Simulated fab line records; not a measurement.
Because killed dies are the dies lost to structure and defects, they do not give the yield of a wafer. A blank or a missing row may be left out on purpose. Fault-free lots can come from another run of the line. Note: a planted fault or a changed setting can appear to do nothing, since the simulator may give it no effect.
Which of the tools did it? || flow n5_finfet || route of 1938 steps, sampled at 1 step: 12 lots, 36 wafers

WHAT EACH GAUGE READ, for each wafer
N5_SD_EPI_P_INSPECT_26: inspects for defects (darkfield).
{"lot": "L075", "measured": "day 3 14:09", "on": "defect_inspect-01", "raw_defect_count": "160 120 127"}
{"lot": "L077", "measured": "day 4 08:22", "on": "defect_inspect-01", "raw_defect_count": "161 194 170"}
{"lot": "L079", "measured": "day 4 17:47", "on": "defect_inspect-01", "raw_defect_count": "158 155 198"}
{"lot": "L081", "measured": "day 5 03:31", "on": "defect_inspect-02", "raw_defect_count": "173 165 134"}
{"lot": "L083", "measured": "day 5 16:11", "on": "defect_inspect-02", "raw_defect_count": "227 201 214"}
{"lot": "L085", "measured": "day 6 05:39", "on": "defect_inspect-02", "raw_defect_count": "123 147 196"}
{"lot": "L087", "measured": "day 6 17:59", "on": "defect_inspect-02", "raw_defect_count": "211 169 219"}
{"lot": "L089", "measured": "day 7 04:36", "on": "defect_inspect-02", "raw_defect_count": "147 167 167"}
{"lot": "L091", "measured": "day 7 20:31", "on": "defect_inspect-02", "raw_defect_count": "144 102 175"}
{"lot": "L093", "measured": "day 8 08:34", "on": "defect_inspect-01", "raw_defect_count": "160 166 197"}
{"lot": "L095", "measured": "day 8 20:53", "on": "defect_inspect-02", "raw_defect_count": "184 131 135"}
{"lot": "L097", "measured": "day 9 05:03", "on": "defect_inspect-01", "raw_defect_count": "168 132 146"}

WHICH TOOL RAN EACH LOT (tool, then ch and the chambers of the sampled wafers, then the start)
Record: no process step prior to these readings.

THE ANSWER, worked out from the rows above alone
Rule: what is usual is taken from the lots themselves. Put in order of their means at a reading, lots are off if they are a third of the lots or fewer, leave a main group of 4 or more, and stand apart from it by a gap of 3 or more times the standard deviation of the main group's means; of several such gaps the widest counts. A main group whose means are all the same, to the digits that the tables above print for the reading, isn't used. A lot without any number at a reading at which 4 lots or more have one is off too. Where the step has rows for the other lots, those lots are counted as sound.
No lot is off on any of the readings shown, so nothing can be concluded from this.

WHAT THE SIMULATOR HAD INSERTED
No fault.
